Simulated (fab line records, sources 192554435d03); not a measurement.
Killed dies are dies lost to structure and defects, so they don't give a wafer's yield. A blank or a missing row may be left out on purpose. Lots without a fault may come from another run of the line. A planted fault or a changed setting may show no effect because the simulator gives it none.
Chamber matching | flow n5_finfet | N5_PASSIVATION_PECVD_00 on pecvd-01: 3 sister chambers
The step deposits SiO2 from SiH4/N2O, target thk 200 nm, time 11.2 s. 14 wafers are shown with their chamber, then 6 later ones without.

WAFERS WITH THEIR CHAMBER
wafer  | chamber | showerhead_plenum_p_Torr (Torr) | throttle_valve_pct (%) | heater_power_w (W)
L668.2 | 0       | 8.34                            | 49                     | 758
L668.3 | 1       | 8.32                            | 52                     | 472
L668.4 | 1       | 8.30                            | 52                     | 493
L672.1 | 1       | 8.31                            | 52                     | 559
L672.4 | 0       | 8.35                            | 49                     | 697
L672.6 | 1       | 8.30                            | 52                     | 553
L673.1 | 0       | 8.35                            | 49                     | 776
L673.3 | 1       | 8.30                            | 52                     | 471
L673.6 | 2       | 8.10                            | 50                     | 1007
L674.1 | 2       | 8.12                            | 49                     | 964
L674.2 | 1       | 8.32                            | 52                     | 555
L674.3 | 0       | 8.34                            | 49                     | 704
L678.1 | 0       | 8.35                            | 49                     | 679
L678.4 | 0       | 8.35                            | 49                     | 678

SIGNATURES (means of the wafers above)
reading                  | chamber 0 | chamber 1 | chamber 2 | scatter within a chamber
showerhead_plenum_p_Torr | 8.3467    | 8.3083    | 8.1100    | 0.00862
throttle_valve_pct       | 49.00     | 52.00     | 49.50     | 0.213
heater_power_w           | 715.33    | 517.17    | 985.50    | 41.4
Rule: a wafer's distance from a chamber is the root of the sum, over the readings, of the square of ((its reading less the chamber's mean) divided by the reading's scatter). The wafer belongs to the nearest chamber; if the next one is less than 2 further off, it can't be placed. The scatter: the root of (the sum of the squares of (reading less its chamber's mean) over the shown wafers, divided by (wafers less chambers)).

WAFERS WITHOUT THEIR CHAMBER
wafer  | showerhead_plenum_p_Torr (Torr) | throttle_valve_pct (%) | heater_power_w (W)
L678.5 | 8.31                            | 52                     | 575
L677.4 | 8.13                            | 49                     | 845
L677.5 | 8.15                            | 50                     | 876
L681.1 | 8.37                            | 49                     | 747
L681.3 | 8.13                            | 49                     | 960
L681.6 | 8.13                            | 50                     | 974

WHICH CHAMBER EACH WENT THROUGH
wafer  | from the rows above | in truth
L678.5 | 1                   | 1
L677.4 | 2                   | 2
L677.5 | 2                   | 2
L681.1 | 0                   | 0
L681.3 | 2                   | 2
L681.6 | 2                   | 2
Placed correctly: 6 of 6. Can't be placed from these rows: 0. Placed wrongly: 0.
